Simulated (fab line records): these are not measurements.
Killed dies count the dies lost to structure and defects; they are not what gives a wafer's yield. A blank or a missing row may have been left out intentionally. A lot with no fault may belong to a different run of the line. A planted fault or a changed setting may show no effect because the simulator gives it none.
One fault seen from 2 desks :: flow n5-finfet :: every desk sees just its own numbers, and what lay behind them comes last

TOOL OWNER'S DESK, arfi-scanner-03
The tool's own readings at N5_BEOL_M0_CUTY_EXPOSE_54 (exposes mask M0 ABLK): means of the sampled wafers that have a number, for each lot that ran on this tool. A lot is out of limits, marked OUT, if its mean lies more than 4 standard deviations from the usual mean; the brackets give that distance.
Columns: A = exposure-dose-mJ-cm2 at N5_BEOL_M0_CUTY_EXPOSE_54, usual 35.99
lot: L159
first seen here: day 5 15:11
A: 35.94

lot: L174
first seen here: day 9 15:39
A: 35.95

lot: L175
first seen here: day 9 17:36
A: 33.93 (-48) OUT

lot: L176
first seen here: day 10 02:08
A: 34.36 (-38) OUT
Finding of this desk: L175, L176 out of limits; the first was L175 at day 9 17:36, on exposure-dose-mJ-cm2 at N5_BEOL_M0_CUTY_EXPOSE_54. L159, L174: within limits.

FROM THE METROLOGY DESK
What the gauges read for every lot (on any tool): the sampled wafers with a number, averaged. A lot is out of limits, marked OUT, if its mean lies more than 4 standard deviations from the usual mean; the brackets give that distance. Shown are 7 of the 11 readings it has, namely the first that went out of limits plus those furthest out on some lot.
Columns: A = cd-nm at N5_BEOL_M0_CUTY_CD_MEAS_57, usual 199.8 nm; B = DIBL_N at N5_BEOL_M4_RC_MEAS_101, usual 37.0 mV/V; C = IOFF_N at N5_BEOL_M4_RC_MEAS_101, usual 0.17 nA/um; D = IOFF_P at N5_BEOL_M4_RC_MEAS_101, usual 0.23 nA/um; E = ION_P at N5_BEOL_M4_RC_MEAS_101, usual 460 uA/um; F = SS_N at N5_BEOL_M4_RC_MEAS_101, usual 71.7 mV/dec; G = SS_P at N5_BEOL_M4_RC_MEAS_101, usual 73.6 mV/dec
lot: L159
first seen here: day 5 15:18
A: 200.4
B: 40.4
C: 0.25
D: 0.31
E: 471
F: 72.4
G: 74.9

lot: L162
first seen here: day 6 11:55
A: 198.6
B: 38.3
C: 0.20
D: 0.22
E: 456
F: 72.0
G: 74.0

lot: L165
first seen here: day 7 10:26
A: 200.6
B: 37.7
C: 0.20
D: 0.24
E: 468
F: 71.9
G: 73.9

lot: L174
first seen here: day 9 15:46
A: 199.7
B: 37.8
C: 0.17
D: 0.23
E: 461
F: 71.6
G: 73.4

lot: L175
first seen here: day 9 17:43
A: 204.8 (+5.0) OUT
B: 38.8
C: 0.22
D: 0.26
E: 464
F: 72.7
G: 74.4

lot: L176
first seen here: day 10 02:15
A: 203.4
B: 35.7
C: 0.13
D: 0.16
E: 447
F: 71.4
G: 72.9

lot: L178
first seen here: day 10 11:22
A: 198.8
B: 36.2
C: 0.15
D: 0.19
E: 459
F: 71.3
G: 72.8

lot: L181
first seen here: day 11 06:27
A: 198.8
B: 37.8
C: 0.19
D: 0.27
E: 468
F: 72.5
G: 73.9
Finding of this desk: L175 out of limits; the first was L175 at day 9 17:43, on cd-nm at N5_BEOL_M0_CUTY_CD_MEAS_57. L159, L162, L165, L174, L176, L178, L181: within limits.

ALL TOGETHER
The tool owner's desk had the chance to raise an alarm at day 9 17:36 on L175, L176.
An alarm was possible from the metrology desk at day 9 17:43, on L175.
The metrology desk holds a record of L176, inside its limits.
Every lot named ran N5_BEOL_M0_CUTY_EXPOSE_54 on arfi-scanner-03.

WHAT THE SIMULATOR PUT IN
Process parameters drifting: arfi-scanner-03 at N5_BEOL_M0_CUTY_EXPOSE_54, beginning at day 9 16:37. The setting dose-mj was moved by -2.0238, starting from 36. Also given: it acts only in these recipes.
Lots struck among those shown: L175, L176.
Delay (hours) between the fault's onset and each desk's first out-of-limits reading: 1 at the tool owner's desk, 1 at the metrology desk.
